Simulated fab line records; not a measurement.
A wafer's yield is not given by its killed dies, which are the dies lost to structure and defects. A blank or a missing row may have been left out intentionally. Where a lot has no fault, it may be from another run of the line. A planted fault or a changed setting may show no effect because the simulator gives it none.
Chamber matching + flow n5-finfet + cvd-co-01 running N5_BEOL_M0_PRE_CLEAN_131: 3 sister chambers
The step time 15 s. 6 wafers are shown with their chamber, then 8 later ones without.

== WAFERS, EACH WITH ITS CHAMBER ==
| wafer  | chamber | heater-power-w (W) |
|--------|---------|--------------------|
| L712.1 | 1       | 87                 |
| L713.5 | 1       | 88                 |
| L717.2 | 0       | 93                 |
| L717.4 | 0       | 93                 |
| L717.5 | 2       | 91                 |
| L718.2 | 2       | 90                 |

== WAFERS WITHOUT THEIR CHAMBER ==
| wafer  | heater-power-w (W) |
|--------|--------------------|
| L718.3 | 90                 |
| L719.2 | 93                 |
| L719.3 | 90                 |
| L721.1 | 94                 |
| L721.4 | 88                 |
| L721.6 | 86                 |
| L722.4 | 93                 |
| L722.6 | 88                 |

== WHICH CHAMBER EACH WENT THROUGH ==
| wafer  | from the rows above | in truth                   |
|--------|---------------------|----------------------------|
| L718.3 | 2                   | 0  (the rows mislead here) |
| L719.2 | 0                   | 0                          |
| L719.3 | 2                   | 2                          |
| L721.1 | 0                   | 0                          |
| L721.4 | 1                   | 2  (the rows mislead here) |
| L721.6 | 1                   | 1                          |
| L722.4 | 0                   | 0                          |
| L722.6 | 1                   | 1                          |
Correctly placed: 6 of 8. From these rows, 0 cannot be placed. Wrongly placed: 2.
How it was worked out, from the rows above alone: a wafer's distance from a chamber is the root of the sum, over the readings, of the square of ((its reading less the chamber's mean) divided by the reading's scatter). If the next closest chamber is less than 2 further off than the closest, the wafer can't be placed; otherwise it belongs to the closest. A chamber's mean is the mean of its shown wafers. How the scatter is found: for the shown wafers, subtract from each reading the mean of its chamber, square and add these, divide the total by (wafers less chambers), then take the root.
